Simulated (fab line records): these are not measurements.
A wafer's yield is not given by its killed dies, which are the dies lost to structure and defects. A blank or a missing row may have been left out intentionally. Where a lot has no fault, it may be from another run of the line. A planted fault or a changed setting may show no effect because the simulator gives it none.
fab line records	flow n5Finfet	part 1 of 2: steps 1 to 3 of 6
[record] lots = 24	wafers = 72	lastDay = 19
route steps=1938 shown PMOS_HMC_CHANNEL_EPI@71 FIN_SAQP@125 FIN_CUT@173 STI_FIN_REVEAL@183
lots with no fault: from the same line, run without faults
startH: hours from the record's first day to the start of the lot's first wafer shown	waitH: how many hours have passed since the lot's step before this one	" the same as in the row above	L1.1+2: one row covering several wafers at once	- no value, or no start was given	* or withheld: withheld	< > ~ a bound
route shown NAME@n: NAME is a module with steps in the file, n the number in the route of the first one	usual: average and standard deviation across the fault-free wafers	same: alike in all rows	chamber/n: place in a boat	sites: readings site by site	_std_site: the standard deviation of these	_edge_site: inner sites' mean taken away from outer sites' mean	radiusMm: for every site, how far away it sits from the centre of the wafer	mask NAME#n: copy n	behind: the most recent tool/chamber to have shaped the wafer	hold: cause of the lot's hold/its duration in hours/its outcome	device: the transistor (n, p or np) that didn't switch	end of line: tests run on the same wafers once the route is complete	for a step that has no rows: nothing shown but its recipe	killed: at the first sort, the dies lost to defects and structure; wafer yield is something else	map: a wafer's dies, x killed, . not, _ none there
set.NAME: the setting the step ran with; set.NAME@STEP: the setting that earlier step ran with	model.NAME: the simulator's own value behind a step, which no gauge read
a sample of lots followed through the steps of the route, with each step as a table and each wafer as a row
services: when a tool's chamber went out of use (startH, in hours from the record's first day, below 0 if earlier), for how many hours, and the reason
[[steps]]
[step N5_PMOS_HMC_CHANNEL_EPI_STRIP_33]
[recipe] chemistry = N2/H2	powerW = 500	tempC = 40	pressureMtorr = 50	rfFrequencyHz = 6e+07	overashFraction = 0.3	biasPowerW = 8	h2Frac = 0.5	n2FlowSccm = 300	h2FlowSccm = 300
[usual] drypumpMotorCurrentA = 5.5/0.57	oesProductAu = 0.81/0.077	rfVppV = 54.0/1.8	showerheadPlenumPTorr = 3.37/0.097	throttleValvePct = 19.0/0.37
lot.wafer	tool	chamber	startH	waitH	drypumpMotorCurrentA	oesProductAu	rfHoursCounterH	rfVppV	showerheadPlenumPTorr	throttleValvePct
L074.2	rieDiel-03	3	17.93	0.0	4.7	0.82	84	52.3	3.26	19.5
L074.5	"	0	"	"	5.5	0.72	-	52.7	3.47	19.0
L074.6	"	2	"	"	5.1	0.87	-	52.4	3.43	18.9
L075.2	rieDiel-01	0	23.54	0.0	6.1	0.75	126	53.2	3.38	18.9
L075.4	"	3	"	"	6.3	0.71	247	56.0	3.29	18.6
L075.5	"	1	"	"	5.8	0.74	-	56.2	3.24	19.0
L076.2	rieDiel-03	0	30.34	0.0	5.5	0.73	229	54.3	3.46	19.0
L076.4	"	1	"	"	5.0	0.89	50	57.8	3.28	18.9
L076.6	"	3	"	"	4.7	0.83	-	52.6	3.26	19.5
L077.2	rieDiel-03	1	36.02	0.0	5.0	0.90	51	56.3	3.28	19.0
L077.3	"	0	"	"	5.5	0.74	231	57.0	3.46	19.0
L077.6	"	0	"	"	5.5	0.73	-	56.6	3.46	19.0
L078.1	rieDiel-03	2	42.27	0.0	5.1	0.85	47	51.6	3.43	18.9
L078.2	"	0	"	"	5.5	0.72	233	56.4	3.46	19.0
L078.6	"	2	"	"	5.1	0.83	-	53.9	3.43	18.9
L079.1	rieDiel-03	2	47.38	0.0	5.1	0.83	49	56.5	3.43	18.9
L079.4	"	3	"	"	4.7	0.82	94	54.2	3.26	19.5
L079.5	"	3	"	"	4.7	0.80	-	57.4	3.26	19.5
L080.1	rieDiel-03	3	53.52	0.0	4.7	0.82	95	55.1	3.26	19.5
L080.3	"	2	"	"	5.1	0.85	50	52.5	3.43	18.9
L080.6	"	1	"	"	5.0	0.88	-	51.0	3.28	19.0
L081.3	rieDiel-06	2	59.94	0.0	6.0	0.78	118	54.1	3.51	19.0
L081.5	"	3	"	"	6.0	0.79	-	55.8	3.37	18.6
L081.6	"	2	"	"	6.0	0.79	-	54.9	3.51	19.0
L082.3	rieDiel-01	1	65.57	0.0	5.8	0.73	158	52.8	3.24	19.0
L082.5	"	2	"	"	5.9	0.84	-	55.4	3.53	18.5
L082.6	"	1	"	"	5.8	0.74	-	52.7	3.24	19.0
L083.2	rieDiel-03	1	71.75	0.0	5.0	0.87	63	52.4	3.28	19.0
L083.3	"	0	"	"	5.5	0.71	242	52.3	3.46	19.0
L083.4	"	3	"	"	4.7	0.81	98	54.0	3.25	19.5
L084.1	rieDiel-06	0	77.34	0.0	6.7	1.01	1	56.0	3.46	18.4
L084.4	"	1	"	"	5.2	0.68	237	53.1	3.45	19.7
L084.5	"	0	"	"	6.6	1.01	-	57.3	3.46	18.4
L085.4	rieDiel-03	0	83.63	0.0	5.5	0.71	245	54.1	3.46	19.0
L085.5	"	3	"	"	4.7	0.80	-	53.6	3.25	19.5
L085.6	"	0	"	"	5.5	0.71	-	53.4	3.46	19.0
L086.2	rieDiel-01	0	89.55	0.0	6.0	0.73	148	54.3	3.37	19.0
L086.5	"	1	"	"	5.8	0.72	-	53.1	3.23	19.0
L086.6	"	2	"	"	5.9	0.82	-	52.1	3.53	18.6
L087.4	rieDiel-06	3	95.73	0.0	6.0	0.78	123	54.2	3.36	18.7
L087.5	"	2	"	"	6.0	0.77	-	53.0	3.51	19.1
L087.6	"	1	"	"	5.2	0.68	-	54.4	3.45	19.7
L088.2	rieDiel-06	2	102.23	0.0	6.0	0.78	132	54.3	3.51	19.0
L088.3	"	1	"	"	5.2	0.68	243	50.8	3.45	19.7
L088.4	"	3	"	"	6.0	0.77	125	53.8	3.36	18.7
L089.1	rieDiel-03	1	107.58	0.0	5.0	0.87	72	52.4	3.27	19.0
L089.5	"	1	"	"	5.0	0.88	-	54.5	3.27	19.0
L089.6	"	3	"	"	4.7	0.80	-	55.2	3.25	19.5
L090.3	rieDiel-06	2	113.28	0.0	6.0	0.78	136	56.4	3.50	19.0
L090.4	"	0	"	"	6.6	0.95	10	54.6	3.45	18.4
L090.5	"	3	"	"	6.0	0.77	-	50.1	3.36	18.7
L091.1	rieDiel-01	1	120.93	0.0	5.8	0.73	171	55.8	3.23	19.0
L091.2	"	2	"	"	5.9	0.80	82	52.6	3.52	18.6
L091.4	"	3	"	"	6.3	0.93	24	53.2	3.27	18.2
L092.1	rieDiel-03	1	125.94	0.0	5.0	0.84	80	54.6	3.27	19.0
L092.3	"	3	"	"	4.7	0.78	116	53.3	3.25	19.6
L092.5	"	1	"	"	5.0	0.86	-	54.1	3.27	19.0
L093.3	rieDiel-03	1	131.61	0.0	5.0	0.85	82	55.0	3.27	19.0
L093.4	"	1	"	"	5.0	0.85	-	54.7	3.27	19.0
L093.6	"	2	"	"	5.1	0.81	-	54.3	3.41	19.0
L094.1	rieDiel-03	2	137.74	0.0	5.1	0.79	78	52.0	3.41	19.0
L094.2	"	1	"	"	5.0	0.84	85	53.2	3.26	19.0
L094.5	"	0	"	"	5.5	0.98	-	57.0	3.45	18.6
L095.1	rieDiel-06	3	143.44	0.0	6.0	0.75	137	54.4	3.35	18.7
L095.4	"	0	"	"	6.6	0.93	19	57.0	3.45	18.4
L095.5	"	0	"	"	6.6	0.91	-	49.6	3.45	18.4
L096.2	rieDiel-01	2	149.42	0.0	5.9	0.79	89	57.2	3.52	18.6
L096.3	"	0	"	"	6.1	0.70	163	54.5	3.36	19.0
L096.6	"	0	"	"	6.1	0.71	-	55.0	3.36	19.0
L097.3	rieDiel-03	2	155.99	0.0	5.1	0.80	83	55.8	3.41	18.9
L097.4	"	1	"	"	5.0	0.83	89	54.9	3.26	19.0
L097.5	"	0	"	"	5.5	0.96	-	51.8	3.45	18.6
[step N5_FIN_SAQP_SPACER1_ALD_24]
[recipe] material = SiO2	targetThkA = 203	tempC = 300	aldPrecursorFamily = BDEAS	aldCoReactant = O2-plasma	pulseTimeS = 1	purgeTimeS = 2	coReactantPurgeTimeS = 2	aldCycles = 218	pressureTorr = 2
[usual] heaterPowerOuterW = 271/28	heaterPowerW = 488/40	precursorPulseHeightRel = 0.999/0.02
[same] coReactantPurgeTimeS = 2
lot.wafer	tool	chamber	startH	waitH	heaterPowerOuterW	heaterPowerW	precursorPulseHeightRel
L074.2	aldSin-03	3	23.24	0.3	275	514	1.021
L074.5	"	1	"	"	285	470	0.989
L074.6	"	0	"	"	217	428	0.959
L075.2	aldSin-03	0	28.69	0.3	222	426	0.993
L075.4	"	3	"	"	274	512	1.002
L075.5	"	2	"	"	249	422	0.994
L076.2	aldSin-01	1	35.99	0.3	264	499	0.983
L076.4	"	3	"	"	321	565	1.005
L076.6	"	0	"	"	247	474	0.985
L077.2	aldSin-01	2	42.17	0.3	241	447	0.979
L077.3	"	1	"	"	260	508	1.016
L077.6	"	1	"	"	265	492	1.002
L078.1	aldSin-03	0	47.66	0.3	220	428	0.983
L078.2	"	1	"	"	286	486	0.988
L078.6	"	2	"	"	246	443	0.999
L079.1	aldSin-01	3	52.71	0.3	317	563	0.999
L079.4	"	1	"	"	261	507	0.985
L079.5	"	1	"	"	261	487	1.002
L080.1	aldSin-01	0	59.60	0.3	251	489	1.023
L080.3	"	3	"	"	319	559	1.018
L080.6	"	0	"	"	248	489	0.980
L081.3	aldSin-01	1	65.79	0.1	256	493	1.001
L081.5	"	3	"	"	317	579	0.964
L081.6	"	2	"	"	248	448	0.991
L082.3	aldSin-03	2	71.33	0.1	243	430	1.014
L082.5	"	3	"	"	280	513	1.011
L082.6	"	0	"	"	216	421	1.023
L083.2	aldSin-03	2	77.26	0.3	244	433	0.926
L083.3	"	3	"	"	280	505	1.011
L083.4	"	1	"	"	283	482	0.990
L084.1	aldSin-03	2	82.97	0.3	242	425	1.000
L084.4	"	1	"	"	293	476	1.029
L084.5	"	1	"	"	288	488	0.977
L085.4	aldSin-01	0	91.54	2.7	251	480	0.986
L085.5	"	3	"	"	317	569	0.994
L085.6	"	2	"	"	251	445	0.992
L086.2	aldSin-02	0	98.19	1.7	308	495	0.996
L086.5	"	2	"	"	288	506	0.986
L086.6	"	1	"	"	293	522	1.013
L087.4	aldSin-01	3	102.05	0.1	315	560	1.042
L087.5	"	0	"	"	253	476	1.001
L087.6	"	3	"	"	329	554	1.019
L088.2	aldSin-02	0	107.59	0.4	298	511	1.008
L088.3	"	1	"	"	294	527	1.023
L088.4	"	2	"	"	283	504	0.990
L089.1	aldSin-02	2	113.89	1.1	275	515	0.967
L089.5	"	0	"	"	302	508	1.024
L089.6	"	1	"	"	288	508	1.009
L090.3	aldSin-03	0	119.25	0.1	217	424	0.969
L090.4	"	3	"	"	267	480	0.998
L090.5	"	2	"	"	260	464	0.999
L091.1	aldSin-02	0	126.55	0.3	303	505	1.018
L091.2	"	1	"	"	291	526	1.015
L091.4	"	2	"	"	282	496	0.980
L092.1	aldSin-01	2	131.38	0.3	251	443	1.009
L092.3	"	1	"	"	262	491	1.004
L092.5	"	3	"	"	326	560	1.019
L093.3	aldSin-02	1	137.01	0.1	300	527	1.018
L093.4	"	3	"	"	270	488	0.978
L093.6	"	1	"	"	297	539	0.997
L094.1	aldSin-01	2	143.85	0.5	256	457	0.975
L094.2	"	1	"	"	255	506	1.001
L094.5	"	0	"	"	251	492	1.066
L095.1	aldSin-02	1	149.62	0.6	304	525	1.036
L095.4	"	3	"	"	276	477	0.999
L095.5	"	0	"	"	300	502	0.962
L096.2	aldSin-03	2	156.03	0.3	260	460	0.998
L096.3	"	3	"	"	270	478	1.002
L096.6	"	2	"	"	267	445	0.998
L097.3	aldSin-03	1	161.22	0.1	293	495	1.028
L097.4	"	2	"	"	263	455	0.983
L097.5	"	3	"	"	275	487	1.003
[step N5_FIN_SAQP_ETCH_65]
[recipe] chemistry = CF4	target = SiO2	targetDepthA = 40	ionEnergyEv = 350	timeS = 4.4	pressureMtorr = 10	icpW = 800	biasW = 400	cf4FlowSccm = 80
[usual] drypumpMotorCurrentA = 5.5/0.41	oesProductAu = 0.998/0.019	throttleValvePct = 21.87/0.18
lot.wafer	tool	chamber	startH	waitH	drypumpMotorCurrentA	oesProductAu	rfHoursCounterH	throttleValvePct
L074.2	rieSi-06	0	24.31	0.1	5.4	0.974	34	21.91
L074.5	"	2	"	"	4.8	1.017	-	22.07
L074.6	"	3	"	"	5.5	1.014	-	22.25
L075.2	rieSi-06	3	29.76	0.1	5.5	1.012	196	22.25
L075.4	"	0	"	"	5.4	0.976	-	21.89
L075.5	"	3	"	"	5.5	1.018	-	22.25
L076.2	rieSi-06	1	37.67	0.1	5.6	0.983	0	21.69
L076.4	"	3	"	"	5.5	1.006	196	22.25
L076.6	"	1	"	"	5.6	0.989	-	21.70
L077.2	rieSi-05	2	43.24	0.1	5.6	1.009	17	21.82
L077.3	"	1	"	"	5.7	0.967	80	21.95
L077.6	"	0	"	"	5.7	1.017	-	21.62
L078.1	rieSi-02	0	48.90	0.1	6.7	1.008	43	21.65
L078.2	"	2	"	"	4.7	1.004	3	21.79
L078.6	"	1	"	"	5.2	0.964	-	21.71
L079.1	rieSi-05	1	53.79	0.1	5.7	0.973	81	21.94
L079.4	"	0	"	"	5.7	1.005	87	21.61
L079.5	"	1	"	"	5.7	0.978	-	21.98
L080.1	rieSi-06	2	60.92	0.1	4.9	1.012	22	22.08
L080.3	"	1	"	"	5.6	0.999	0	21.69
L080.6	"	1	"	"	5.6	0.990	-	21.68
L081.3	rieSi-05	0	66.87	0.1	5.7	0.993	87	21.61
L081.5	"	2	"	"	5.6	1.020	-	21.80
L081.6	"	3	"	"	5.8	1.023	-	21.93
L082.3	rieSi-02	0	72.60	0.1	6.7	1.023	44	21.67
L082.5	"	3	"	"	5.2	0.969	-	21.93
L082.6	"	2	"	"	4.7	1.007	-	21.79
L083.2	rieSi-06	1	78.33	0.1	5.6	0.986	1	21.68
L083.3	"	3	"	"	5.5	1.011	197	22.26
L083.4	"	2	"	"	4.8	1.013	22	22.06
L084.1	rieSi-06	3	84.04	0.1	5.5	1.013	197	22.25
L084.4	"	2	"	"	4.8	1.016	22	22.06
L084.5	"	1	"	"	5.6	0.981	-	21.71
L085.4	rieSi-06	3	92.67	0.1	5.5	1.018	-	22.25
L085.5	"	0	"	"	5.4	0.987	-	21.90
L085.6	"	1	"	"	5.6	0.988	-	21.68
L086.2	rieSi-05	3	99.26	0.1	5.8	1.018	100	21.94
L086.5	"	1	"	"	5.7	0.977	-	21.96
L086.6	"	2	"	"	5.6	1.022	-	21.82
L087.4	rieSi-05	3	103.12	0.1	5.8	1.023	100	21.92
L087.5	"	0	"	"	5.7	0.997	-	21.62
L087.6	"	1	"	"	5.6	0.972	-	21.96
L088.2	rieSi-06	1	108.69	0.1	5.6	0.982	2	21.68
L088.3	"	3	"	"	5.5	1.007	198	22.25
L088.4	"	1	"	"	5.6	0.988	-	21.69
L089.1	rieSi-05	3	115.24	0.1	5.8	1.025	100	21.92
L089.5	"	1	"	"	5.6	0.974	-	21.95
L089.6	"	0	"	"	5.7	0.992	-	21.60
L090.3	rieSi-05	0	120.37	0.1	5.7	1.008	88	21.61
L090.4	"	1	"	"	5.7	0.979	82	21.95
L090.5	"	0	"	"	5.7	1.007	-	21.61
L091.1	rieSi-02	3	127.62	0.1	5.2	0.972	136	21.93
L091.2	"	1	"	"	5.2	0.982	46	21.74
L091.4	"	0	"	"	6.7	1.028	45	21.67
L092.1	rieSi-05	1	132.45	0.1	5.7	0.982	82	21.95
L092.3	"	3	"	"	5.8	1.020	100	21.94
L092.5	"	2	"	"	5.7	1.026	-	21.81
L093.3	rieSi-06	0	138.09	0.1	5.4	0.976	36	21.92
L093.4	"	1	"	"	5.6	0.997	2	21.70
L093.6	"	0	"	"	5.4	0.980	-	21.92
L094.1	rieSi-02	1	144.92	0.1	5.2	0.979	46	21.72
L094.2	"	2	"	"	4.7	1.009	5	21.80
L094.5	"	1	"	"	5.2	0.967	-	21.74
L095.1	rieSi-05	3	150.69	0.1	5.8	1.018	100	21.95
L095.4	"	2	"	"	5.7	1.005	-	21.81
L095.5	"	0	"	"	5.7	0.999	-	21.61
L096.2	rieSi-02	3	157.20	0.1	5.2	0.980	137	21.93
L096.3	"	2	"	"	4.7	0.997	5	21.80
L096.6	"	1	"	"	5.3	0.973	-	21.73
L097.3	rieSi-05	0	162.30	0.1	5.7	0.988	89	21.60
L097.4	"	2	"	"	5.7	1.012	19	21.80
L097.5	"	0	"	"	5.7	0.993	-	21.60
